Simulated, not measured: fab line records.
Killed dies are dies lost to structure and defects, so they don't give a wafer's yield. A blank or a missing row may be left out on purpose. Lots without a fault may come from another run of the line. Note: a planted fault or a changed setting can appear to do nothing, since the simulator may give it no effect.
Matching of chambers -- flow n5_finfet -- N5_MOL_CONTACT_COAG_ETCH_110 on rie_diel-01 has 4 sister chambers
The step etches Si in CF4/O2, target depth 2.5 nm, time 8 s. 4 wafers are shown with their chamber, then 7 later ones without.

## WAFERS WITH THEIR CHAMBER
wafer,chamber,showerhead_plenum_p_Torr (Torr)
L085.2,0,2.09
L087.3,1,2.36
L088.3,2,2.24
L088.4,3,2.25

## WAFERS MISSING THEIR CHAMBER
wafer,showerhead_plenum_p_Torr (Torr)
L088.5,2.36
L089.2,2.24
L089.4,2.08
L089.5,2.25
L093.2,2.25
L093.4,2.24
L093.6,2.25

## CHAMBER TAKEN BY EACH
wafer,from the rows above,in truth
L088.5,1,1
L089.2,2,2
L089.4,0,0
L089.5,3,3
L093.2,3,3
L093.4,2,2
L093.6,3,3
7 of 7 placed correctly. Can't be placed from these rows: 0. Placed wrongly: 0.
How it was worked out, from the rows above alone: a wafer's distance from a chamber is the root of the sum, over the readings, of the square of ((its reading less the chamber's mean) divided by the reading's scatter). The wafer belongs to the nearest chamber; if the next one is less than 2 further off, it can't be placed. A chamber's mean is the mean of its shown wafers. The scatter: root of mean squared gap, hidden wafer to nearest shown wafer, with one shown wafer a chamber.
